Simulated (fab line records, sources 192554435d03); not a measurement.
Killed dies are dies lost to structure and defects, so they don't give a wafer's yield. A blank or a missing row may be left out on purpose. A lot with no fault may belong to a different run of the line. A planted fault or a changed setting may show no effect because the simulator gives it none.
fab line records + flow n5Finfet
record:
- lots: 8
- wafers: 24
- lastDay: 16
route steps=1938 shown BEOL_M3@967 BEOL_M4@1111
lots that met no fault: from a run of the same line without faults
startH: hours from the record's opening day to when the first of the lot's shown wafers began + waitH: how many hours have passed since the lot's step before this one + " same as the row above + L1.1+2: a single row standing in for several wafers + - no value present, or no start provided + * or withheld: withheld + < > ~ a bound
route shown NAME@n: names a module that has steps shown in the file, with the first one's number in the route + usual: the fault-free wafers' mean and standard deviation + same: alike in all rows + chamber/n: place in a boat + sites: readings site by site + _std_site: how widely they spread, as a standard deviation + _edge_site: inner sites' mean taken away from outer sites' mean + radiusMm: for every site, how far away it sits from the centre of the wafer + mask NAME#n: copy n + behind: the most recent tool/chamber to have shaped the wafer + hold: cause of the lot's hold/its duration in hours/its outcome + device: transistor that didn't switch, given as n, p or np + end of line: tests of these same wafers at the route's end + step lacking rows: just its recipe + killed: count of dies lost to structure and defects at first sort (not the wafer's yield) + map: the dies of a wafer, with x for killed, . for not killed, _ for no die there
set.NAME: setting as actually run; set.NAME@STEP: the setting as run at that earlier step + model.NAME: the simulator's own value behind a step, which no gauge read
one table for each step of the route and one row for each wafer, over a sample of lots
services: when a tool's chamber went out of use (startH, in hours from the record's first day, below 0 if earlier), for how many hours, and the reason
== steps ==
step: N5_BEOL_M3_OVL_MEAS_29
recipe:
- pointsPerWafer: 522
usual:
- V2_OVL: 0.1/0.86
| lot.wafer | tool       | chamber | startH | waitH | V2_OVL[nm] |
|-----------|------------|---------|--------|-------|------------|
| L132.1    | overlay-02 | 0       | 158.55 | 0.0   | -0.6       |
| L132.3    | "          | 0       | "      | "     | -1.3       |
| L132.5    | "          | 0       | "      | "     | -0.7       |
| L133.2    | overlay-01 | 0       | 158.75 | 0.0   | -1.4       |
| L133.3    | "          | 0       | "      | "     | -1.8       |
| L133.4    | "          | 0       | "      | "     | -1.8       |
| L136.2    | overlay-01 | 0       | 182.07 | 0.0   | -0.5       |
| L136.4    | "          | 0       | "      | "     | -0.8       |
| L136.5    | "          | 0       | "      | "     | -1.0       |
| L142.3    | overlay-01 | 0       | 219.12 | 0.0   | 0.7        |
| L142.4    | "          | 0       | "      | "     | 1.0        |
| L142.6    | "          | 0       | "      | "     | 1.3        |
| L145.1    | overlay-01 | 0       | 233.20 | 0.0   | 0.9        |
| L145.3    | "          | 0       | "      | "     | 1.1        |
| L145.4    | "          | 0       | "      | "     | 1.0        |
| L146.2    | overlay-02 | 0       | 238.70 | 0.0   | 1.3        |
| L146.5    | "          | 0       | "      | "     | 1.7        |
| L146.6    | "          | 0       | "      | "     | 0.5        |
| L149.1    | overlay-01 | 0       | 262.12 | 0.0   | -0.3       |
| L149.3    | "          | 0       | "      | "     | 0.6        |
| L149.4    | "          | 0       | "      | "     | 1.2        |
| L151.1    | overlay-02 | 0       | 269.01 | 0.0   | 0.3        |
| L151.2    | "          | 0       | "      | "     | -0.6       |
| L151.3    | "          | 0       | "      | "     | 0.6        |
step: N5_BEOL_M3_ETCH_77
recipe:
- chemistry: N2/H2
- target: underlayer
- targetDepthA: 65
- maskMaterial: CAR-EUV
- timeS: 5.2
- ionEnergyEv: 200
- pressureMtorr: 30
- sourceW: 840
- biasW: 150
- n2FlowSccm: 200
- h2FlowSccm: 200
- ends: cleared
usual:
- chamberPressureMTorr: 30.00/0.041
- drypumpMotorCurrentA: 5.85/0.23
- etchRfOnTimeS: 5.20/0.084
- oesProductAu: 0.66/0.073
- rfFwdPowerW: 819.5/2.4
- rfVppV: 523/3.1
- showerheadPlenumPTorr: 2.53/0.1
- throttleValvePct: 17.95/0.23
| lot.wafer | tool       | chamber | startH | waitH | chamberPressureMTorr | drypumpMotorCurrentA | etchRfOnTimeS | oesProductAu | rfFwdPowerW | rfHoursCounterH | rfVppV | showerheadPlenumPTorr | throttleValvePct |
|-----------|------------|---------|--------|-------|----------------------|----------------------|---------------|--------------|-------------|-----------------|--------|-----------------------|------------------|
| L132.1    | rieDiel-05 | 1       | 158.67 | 0.0   | 30.01                | 5.68                 | 5.26          | 0.58         | 817.8       | 234             | 521    | 2.51                  | 17.97            |
| L132.3    | "          | 3       | "      | "     | 30.02                | 6.01                 | 5.16          | 0.64         | 818.1       | 144             | 521    | 2.43                  | 17.89            |
| L132.5    | "          | 3       | "      | "     | 30.00                | 5.99                 | 5.17          | 0.64         | 818.2       | -               | 521    | 2.43                  | 17.89            |
| L133.2    | rieDiel-04 | 1       | 158.95 | 0.0   | 29.93                | 6.01                 | 5.32          | 0.73         | 822.5       | 71              | 521    | 2.49                  | 17.67            |
| L133.3    | "          | 0       | "      | "     | 30.03                | 5.57                 | 5.23          | 0.62         | 817.8       | 180             | 521    | 2.42                  | 17.92            |
| L133.4    | "          | 3       | "      | "     | 30.02                | 6.22                 | 5.28          | 0.63         | 819.9       | 168             | 525    | 2.55                  | 18.15            |
| L136.2    | rieDiel-04 | 0       | 182.19 | 0.0   | 30.10                | 5.57                 | 5.23          | 0.61         | 818.1       | 188             | 521    | 2.41                  | 17.95            |
| L136.4    | "          | 3       | "      | "     | 30.02                | 6.23                 | 5.30          | 0.62         | 822.8       | -               | 524    | 2.54                  | 18.14            |
| L136.5    | "          | 0       | "      | "     | 29.99                | 5.51                 | 5.30          | 0.61         | 818.8       | -               | 519    | 2.41                  | 17.96            |
| L142.3    | rieDiel-04 | 2       | 219.24 | 0.0   | 30.01                | 5.62                 | 9.21          | 0.58         | 817.8       | 9               | 530    | 2.71                  | 17.43            |
| L142.4    | "          | 0       | "      | "     | 30.03                | 5.56                 | 8.92          | 0.47         | 821.6       | 199             | 521    | 2.41                  | 17.90            |
| L142.6    | "          | 0       | "      | "     | 29.98                | 5.55                 | 8.83          | 0.48         | 819.8       | -               | 520    | 2.41                  | 17.91            |
| L145.1    | rieDiel-04 | 1       | 233.33 | 0.0   | 29.97                | 6.03                 | 9.19          | 0.54         | 822.2       | 93              | 521    | 2.48                  | 17.66            |
| L145.3    | "          | 2       | "      | "     | 30.00                | 5.62                 | 9.27          | 0.57         | 820.1       | 12              | 530    | 2.71                  | 17.45            |
| L145.4    | "          | 0       | "      | "     | 30.04                | 5.51                 | 8.91          | 0.47         | 822.1       | 202             | 521    | 2.41                  | 17.92            |
| L146.2    | rieDiel-05 | 3       | 238.82 | 0.0   | 30.00                | 5.98                 | 5.18          | 0.61         | 822.4       | 171             | 522    | 2.42                  | 17.97            |
| L146.5    | "          | 3       | "      | "     | 30.04                | 6.01                 | 5.11          | 0.63         | 820.9       | -               | 522    | 2.42                  | 17.95            |
| L146.6    | "          | 2       | "      | "     | 29.99                | 5.82                 | 5.02          | 0.73         | 821.3       | -               | 526    | 2.69                  | 18.04            |
| L149.1    | rieDiel-03 | 3       | 262.25 | 0.0   | 30.03                | 5.81                 | 5.10          | 0.80         | 821.3       | 21              | 527    | 2.70                  | 17.53            |
| L149.3    | "          | 1       | "      | "     | 30.03                | 5.59                 | 5.25          | 0.62         | 819.3       | 199             | 521    | 2.43                  | 18.19            |
| L149.4    | "          | 0       | "      | "     | 29.95                | 6.27                 | 5.20          | 0.61         | 819.1       | 205             | 523    | 2.52                  | 18.21            |
| L151.1    | rieDiel-05 | 1       | 269.14 | 0.0   | 29.96                | 5.68                 | 5.19          | 0.79         | 821.0       | 13              | 523    | 2.50                  | 17.63            |
| L151.2    | "          | 2       | "      | "     | 29.95                | 5.85                 | 5.11          | 0.72         | 815.8       | 88              | 526    | 2.69                  | 18.06            |
| L151.3    | "          | 3       | "      | "     | 29.95                | 5.98                 | 5.26          | 0.60         | 816.8       | 181             | 520    | 2.42                  | 17.96            |
step: N5_BEOL_M3_ETCHBACK_99
recipe:
- chemistry: CHF3
- target: SiO2
- targetDepthA: 50
- timeS: 10.4
- sourceW: 215
- biasW: 47
- Ar_flow_sccm: 200
- CHF3_flow_sccm: 12
- ionEnergyEv: 100
- pressureMtorr: 30
usual:
- chamberPressureMTorr: 30.001/0.027
- drypumpMotorCurrentA: 5.84/0.24
- oesProductAu: 0.77/0.081
- rfFwdPowerW: 212.3/0.85
- rfVppV: 240/4.8
- showerheadPlenumPTorr: 2.15/0.087
- throttleValvePct: 17.19/0.21
| lot.wafer | tool       | chamber | startH | waitH | chamberPressureMTorr | drypumpMotorCurrentA | oesProductAu | rfFwdPowerW | rfHoursCounterH | rfVppV | showerheadPlenumPTorr | throttleValvePct |
|-----------|------------|---------|--------|-------|----------------------|----------------------|--------------|-------------|-----------------|--------|-----------------------|------------------|
| L132.1    | rieDiel-05 | 2       | 168.77 | 9.9   | 29.978               | 5.81                 | 0.88         | 213.2       | 51              | 232    | 2.30                  | 17.19            |
| L132.3    | "          | 3       | "      | "     | 30.012               | 5.97                 | 0.75         | 211.9       | 147             | 238    | 2.08                  | 17.33            |
| L132.5    | "          | 0       | "      | "     | 30.064               | 5.81                 | 0.70         | 212.0       | -               | 238    | 2.13                  | 17.50            |
| L133.2    | rieDiel-03 | 3       | 169.00 | 9.9   | 29.997               | 5.77                 | 0.68         | 213.5       | 249             | 243    | 2.04                  | 17.27            |
| L133.3    | "          | 0       | "      | "     | 30.019               | 6.23                 | 0.73         | 213.7       | 173             | 245    | 2.14                  | 17.30            |
| L133.4    | "          | 1       | "      | "     | 30.014               | 5.54                 | 0.76         | 213.6       | 168             | 238    | 2.07                  | 17.20            |
| L136.2    | rieDiel-05 | 3       | 182.42 | 0.1   | 29.978               | 6.00                 | 0.75         | 212.3       | 151             | 238    | 2.08                  | 17.34            |
| L136.4    | "          | 2       | "      | "     | 30.046               | 5.81                 | 0.87         | 214.6       | 56              | 234    | 2.30                  | 17.23            |
| L136.5    | "          | 1       | "      | "     | 29.980               | 5.67                 | 0.69         | 211.5       | -               | 235    | 2.13                  | 17.19            |
| L142.3    | rieDiel-04 | 0       | 223.36 | 4.0   | 30.009               | 5.54                 | 0.72         | 211.9       | 199             | 239    | 2.06                  | 17.21            |
| L142.4    | "          | 3       | "      | "     | 29.998               | 6.21                 | 0.73         | 212.8       | 187             | 239    | 2.15                  | 17.42            |
| L142.6    | "          | 3       | "      | "     | 29.989               | 6.22                 | 0.73         | 211.1       | -               | 239    | 2.14                  | 17.42            |
| L145.1    | rieDiel-03 | 2       | 235.76 | 1.9   | 30.038               | 5.71                 | 0.75         | 211.8       | 170             | 245    | 2.22                  | 17.14            |
| L145.3    | "          | 0       | "      | "     | 30.001               | 6.27                 | 0.71         | 211.6       | 196             | 245    | 2.13                  | 17.35            |
| L145.4    | "          | 3       | "      | "     | 30.032               | 5.79                 | 0.95         | 212.1       | 12              | 247    | 2.31                  | 16.81            |
| L146.2    | rieDiel-03 | 2       | 239.05 | 0.1   | 29.976               | 5.70                 | 0.74         | 212.3       | 172             | 248    | 2.22                  | 17.15            |
| L146.5    | "          | 3       | "      | "     | 29.993               | 5.79                 | 0.94         | 212.7       | -               | 247    | 2.30                  | 16.80            |
| L146.6    | "          | 0       | "      | "     | 30.074               | 6.26                 | 0.71         | 212.1       | -               | 246    | 2.13                  | 17.32            |
| L149.1    | rieDiel-03 | 2       | 262.49 | 0.1   | 30.019               | 5.73                 | 0.74         | 212.3       | 179             | 247    | 2.21                  | 17.16            |
| L149.3    | "          | 1       | "      | "     | 30.028               | 5.58                 | 0.72         | 213.4       | 199             | 238    | 2.06                  | 17.25            |
| L149.4    | "          | 0       | "      | "     | 30.018               | 6.28                 | 0.70         | 212.8       | 205             | 247    | 2.13                  | 17.37            |
| L151.1    | rieDiel-03 | 0       | 271.84 | 2.3   | 29.972               | 6.25                 | 0.70         | 210.6       | 209             | 246    | 2.13                  | 17.37            |
| L151.2    | "          | 1       | "      | "     | 29.978               | 5.60                 | 0.72         | 212.9       | 203             | 235    | 2.06                  | 17.26            |
| L151.3    | "          | 3       | "      | "     | 30.030               | 5.78                 | 0.91         | 211.5       | 25              | 248    | 2.30                  | 16.82            |
step: N5_BEOL_M3_VIA_ETCH_34
recipe:
- chemistry: C4F6/O2
- targetDepthA: 694
- maskMaterial: SOC
- pressureMtorr: 15
- ionEnergyEv: 250
- taperDeg: 4
- timeS: 65.9
- sourceW: 350
- biasW: 170
- Ar_flow_sccm: 300
- C4F6_flow_sccm: 10
- O2_flow_sccm: 10
usual:
- chamberPressureMTorr: 15.000/0.012
- drypumpMotorCurrentA: 5.84/0.24
- oes_o_777_au: 0.77/0.083
- oesProductAu: 0.77/0.082
- rfFwdPowerW: 347.0/1.1
- rfVppV: 664/13
- showerheadPlenumPTorr: 2.84/0.11
- throttleValvePct: 30.91/0.22
| lot.wafer | tool       | chamber | startH | waitH | chamberPressureMTorr | drypumpMotorCurrentA | oes_o_777_au | oesProductAu | rfFwdPowerW | rfHoursCounterH | rfVppV | showerheadPlenumPTorr | throttleValvePct |
|-----------|------------|---------|--------|-------|----------------------|----------------------|--------------|--------------|-------------|-----------------|--------|-----------------------|------------------|
| L132.1    | rieDiel-05 | 2       | 168.90 | 0.0   | 14.995               | 5.80                 | 0.90         | 0.88         | 348.9       | 51              | 643    | 3.03                  | 31.20            |
| L132.3    | "          | 3       | "      | "     | 14.991               | 5.97                 | 0.73         | 0.74         | 346.3       | 147             | 660    | 2.75                  | 30.95            |
| L132.5    | "          | 0       | "      | "     | 14.983               | 5.82                 | 0.70         | 0.69         | 345.4       | -               | 659    | 2.81                  | 31.16            |
| L133.2    | rieDiel-03 | 3       | 169.14 | 0.0   | 14.987               | 5.81                 | 0.70         | 0.68         | 347.4       | 249             | 672    | 2.70                  | 30.92            |
| L133.3    | "          | 0       | "      | "     | 14.997               | 6.28                 | 0.73         | 0.74         | 346.7       | 173             | 681    | 2.83                  | 30.99            |
| L133.4    | "          | 1       | "      | "     | 15.000               | 5.55                 | 0.76         | 0.76         | 347.2       | 168             | 656    | 2.74                  | 30.83            |
| L136.2    | rieDiel-05 | 3       | 182.56 | 0.0   | 15.001               | 5.98                 | 0.73         | 0.75         | 346.7       | 151             | 659    | 2.75                  | 30.96            |
| L136.4    | "          | 2       | "      | "     | 15.000               | 5.82                 | 0.89         | 0.87         | 348.1       | 56              | 645    | 3.02                  | 31.21            |
| L136.5    | "          | 1       | "      | "     | 15.003               | 5.68                 | 0.70         | 0.68         | 347.1       | -               | 651    | 2.82                  | 30.91            |
| L142.3    | rieDiel-04 | 0       | 223.50 | 0.0   | 14.983               | 5.55                 | 0.72         | 0.72         | 347.2       | 200             | 659    | 2.72                  | 31.11            |
| L142.4    | "          | 3       | "      | "     | 15.020               | 6.19                 | 0.73         | 0.74         | 347.5       | 187             | 661    | 2.83                  | 31.18            |
| L142.6    | "          | 3       | "      | "     | 14.997               | 6.20                 | 0.73         | 0.73         | 348.7       | -               | 661    | 2.83                  | 31.18            |
| L145.1    | rieDiel-03 | 2       | 235.90 | 0.0   | 15.002               | 5.70                 | 0.76         | 0.75         | 347.0       | 170             | 684    | 2.93                  | 30.67            |
| L145.3    | "          | 0       | "      | "     | 15.015               | 6.28                 | 0.71         | 0.72         | 348.4       | 196             | 682    | 2.82                  | 31.01            |
| L145.4    | "          | 3       | "      | "     | 15.012               | 5.80                 | 0.95         | 0.96         | 345.9       | 12              | 682    | 3.03                  | 30.56            |
| L146.2    | rieDiel-03 | 2       | 239.19 | 0.0   | 14.994               | 5.72                 | 0.75         | 0.74         | 347.9       | 172             | 682    | 2.93                  | 30.69            |
| L146.5    | "          | 3       | "      | "     | 14.984               | 5.77                 | 0.95         | 0.94         | 346.6       | -               | 681    | 3.03                  | 30.54            |
| L146.6    | "          | 0       | "      | "     | 15.007               | 6.27                 | 0.72         | 0.71         | 345.9       | -               | 681    | 2.82                  | 31.00            |
| L149.1    | rieDiel-03 | 2       | 262.63 | 0.0   | 14.997               | 5.67                 | 0.74         | 0.73         | 346.0       | 180             | 682    | 2.92                  | 30.68            |
| L149.3    | "          | 1       | "      | "     | 15.030               | 5.60                 | 0.74         | 0.72         | 346.5       | 199             | 655    | 2.72                  | 30.84            |
| L149.4    | "          | 0       | "      | "     | 14.982               | 6.26                 | 0.71         | 0.71         | 346.2       | 205             | 681    | 2.81                  | 31.01            |
| L151.1    | rieDiel-03 | 0       | 271.97 | 0.0   | 14.987               | 6.28                 | 0.71         | 0.71         | 347.7       | 209             | 683    | 2.81                  | 31.02            |
| L151.2    | "          | 1       | "      | "     | 15.005               | 5.62                 | 0.73         | 0.72         | 350.1       | 203             | 655    | 2.72                  | 30.86            |
| L151.3    | "          | 3       | "      | "     | 15.006               | 5.77                 | 0.93         | 0.91         | 346.1       | 25              | 683    | 3.03                  | 30.56            |
step: N5_BEOL_M4_RC_MEAS_101
usual:
- DIBL_N: 36.8/1.5
- DIBL_P: 37.1/2.1
- IOFF_N: 0.168/0.03
- IOFF_P: 0.22/0.034
- ION_N: 679/12
- ION_P: 466/8
- SS_N: 71.7/0.58
- SS_P: 73.5/0.67
- VT_N: 248.8/2.7
- VT_P: -250/3.3
| lot.wafer | tool      | chamber | startH | waitH | DIBL_N[mV/V] | DIBL_P[mV/V] | IOFF_N[nA/um] | IOFF_P[nA/um] | ION_N[uA/um] | ION_P[uA/um] | SS_N[mV/dec] | SS_P[mV/dec] | VT_N[mV] | VT_P[mV] |
|-----------|-----------|---------|--------|-------|--------------|--------------|---------------|---------------|--------------|--------------|--------------|--------------|----------|----------|
| L132.1    | prober-01 | 0       | 181.48 | 0.0   | 37.0         | 36.1         | 0.146         | 0.19          | 678          | 461          | 71.5         | 73.5         | 249.8    | -253     |
| L132.3    | "         | 0       | "      | "     | 36.9         | 36.0         | 0.146         | 0.20          | 675          | 462          | 70.6         | 72.9         | 247.4    | -249     |
| L132.5    | "         | 0       | "      | "     | 37.1         | 36.1         | 0.148         | 0.20          | 672          | 461          | 70.9         | 73.4         | 248.0    | -250     |
| L133.2    | prober-02 | 0       | 181.93 | 0.2   | 36.8         | 36.8         | 0.162         | 0.26          | 690          | 482          | 71.3         | 73.5         | 248.8    | -246     |
| L133.3    | "         | 0       | "      | "     | 37.9         | 38.8         | 0.184         | 0.29          | 689          | 479          | 71.8         | 74.2         | 249.6    | -242     |
| L133.4    | "         | 0       | "      | "     | 37.9         | 37.6         | 0.190         | 0.26          | 704          | 486          | 71.9         | 73.5         | 246.3    | -246     |
| L136.2    | prober-01 | 0       | 198.07 | 0.2   | 35.4         | 37.0         | 0.167         | 0.22          | 671          | 469          | 71.3         | 74.0         | 247.2    | -249     |
| L136.4    | "         | 0       | "      | "     | 35.5         | 37.0         | 0.166         | 0.21          | 680          | 463          | 71.8         | 72.8         | 245.1    | -248     |
| L136.5    | "         | 0       | "      | "     | 35.6         | 37.2         | 0.183         | 0.22          | 684          | 470          | 71.2         | 73.4         | 244.9    | -247     |
| L142.3    | prober-02 | 0       | 240.63 | 0.3   | 37.1         | 39.3         | 0.176         | 0.24          | 677          | 463          | 72.4         | 73.6         | 250.6    | -246     |
| L142.4    | "         | 0       | "      | "     | 36.8         | 40.2         | 0.175         | 0.27          | 670          | 463          | 72.5         | 74.6         | 249.6    | -246     |
| L142.6    | "         | 0       | "      | "     | 37.4         | 40.5         | 0.181         | 0.27          | 674          | 466          | 72.5         | 74.3         | 247.8    | -246     |
| L145.1    | prober-02 | 0       | 248.52 | 0.0   | 36.5         | 37.7         | 0.184         | 0.21          | 686          | 463          | 71.9         | 73.9         | 245.8    | -253     |
| L145.3    | "         | 0       | "      | "     | 35.7         | 37.1         | 0.152         | 0.19          | 682          | 471          | 71.7         | 72.8         | 249.9    | -254     |
| L145.4    | "         | 0       | "      | "     | 38.2         | 39.7         | 0.230         | 0.24          | 697          | 476          | 73.2         | 74.2         | 242.6    | -250     |
| L146.2    | prober-01 | 0       | 262.98 | 0.2   | 37.2         | 37.4         | 0.178         | 0.23          | 690          | 467          | 71.8         | 72.4         | 245.2    | -249     |
| L146.5    | "         | 0       | "      | "     | 38.1         | 38.0         | 0.182         | 0.25          | 689          | 470          | 71.6         | 73.9         | 247.6    | -247     |
| L146.6    | "         | 0       | "      | "     | 35.6         | 35.5         | 0.146         | 0.20          | 683          | 468          | 70.7         | 72.7         | 251.3    | -249     |
| L149.1    | prober-01 | 0       | 275.70 | 0.0   | 36.0         | 37.5         | 0.143         | 0.21          | 670          | 462          | 72.4         | 74.4         | 250.8    | -251     |
| L149.3    | "         | 0       | "      | "     | 36.6         | 37.5         | 0.163         | 0.20          | 677          | 460          | 72.0         | 73.6         | 247.4    | -251     |
| L149.4    | "         | 0       | "      | "     | 33.2         | 33.1         | 0.102         | 0.15          | 651          | 451          | 71.3         | 72.1         | 255.1    | -254     |
| L151.1    | prober-02 | 0       | 288.14 | 0.0   | 39.5         | 39.8         | 0.233         | 0.28          | 712          | 478          | 71.8         | 74.5         | 244.4    | -247     |
| L151.2    | "         | 0       | "      | "     | 36.3         | 36.0         | 0.149         | 0.21          | 687          | 472          | 71.4         | 73.2         | 250.9    | -249     |
| L151.3    | "         | 0       | "      | "     | 37.7         | 37.7         | 0.182         | 0.23          | 695          | 476          | 72.2         | 73.2         | 248.9    | -250     |
== services ==
| tool       | chamber | startH | hours | kind                         |
|------------|---------|--------|-------|------------------------------|
| rieDiel-05 | 2       | 156.09 | 5.9   | repair                       |
| rieDiel-03 | -       | 158.81 | 0.4   | repair                       |
| rieDiel-04 | 2       | 166.33 | -     | clean                        |
| rieDiel-04 | 2       | 166.33 | -     | consumableReplace:esc        |
| rieDiel-04 | 2       | 166.33 | -     | consumableReplace:focusRing  |
| rieDiel-04 | 2       | 166.33 | -     | consumableReplace:showerhead |
| rieDiel-04 | 2       | 166.33 | 17.8  | scheduledDown                |
| rieDiel-03 | 3       | 173.66 | -     | clean                        |
| rieDiel-03 | 3       | 173.66 | -     | consumableReplace:focusRing  |
| rieDiel-03 | 3       | 173.66 | -     | consumableReplace:showerhead |
| rieDiel-03 | 3       | 173.66 | 21.4  | scheduledDown                |
| rieDiel-03 | 3       | 173.66 | 21.4  | ventCycle                    |
| rieDiel-05 | 1       | 210.42 | -     | clean                        |
| rieDiel-05 | 1       | 210.42 | -     | consumableReplace:focusRing  |
| rieDiel-05 | 1       | 210.42 | 23.2  | scheduledDown                |
| rieDiel-05 | 1       | 210.42 | 23.2  | ventCycle                    |
| rieDiel-04 | -       | 234.11 | 1.7   | repair                       |
| rieDiel-04 | 0       | 248.92 | 19.3  | repair                       |
| rieDiel-05 | 0       | 250.22 | -     | clean                        |
| rieDiel-05 | 0       | 250.22 | -     | consumableReplace:focusRing  |
| rieDiel-05 | 0       | 250.22 | 13.9  | scheduledDown                |
| rieDiel-05 | 0       | 250.22 | 13.9  | ventCycle                    |
| rieDiel-05 | -       | 261.73 | 0.6   | repair                       |
| rieDiel-05 | -       | 266.08 | 0.8   | repair                       |
== key ==
firstSign:
- step: N5_BEOL_M3_ETCH_77
- reading: etchRfOnTimeS
- direction: up
- sigmas: 46
- usual: *
- struck: *
effect:
- step: N5_BEOL_M3_ETCH_77
- reading: oesProductAu
- direction: down
- sigmas: 2
- usual: 0.66
- struck: 0.52
- wafersMoved: 3
metAt N5_BEOL_M3_ETCH_77
struckLots L142,L145
notActingAt N5_BEOL_M3_OVL_MEAS_29,N5_BEOL_M3_ETCHBACK_99,N5_BEOL_M3_VIA_ETCH_34
onsetBetween 182.19 219.24
fault:
- kind: processParameterDrift
- tool: rieDiel-04
- chamber: -
- onsetH: 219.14
- steps: N5_BEOL_M3_ETCH_77
- channel: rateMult
- offset: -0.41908
- shape: step
- endH: 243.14
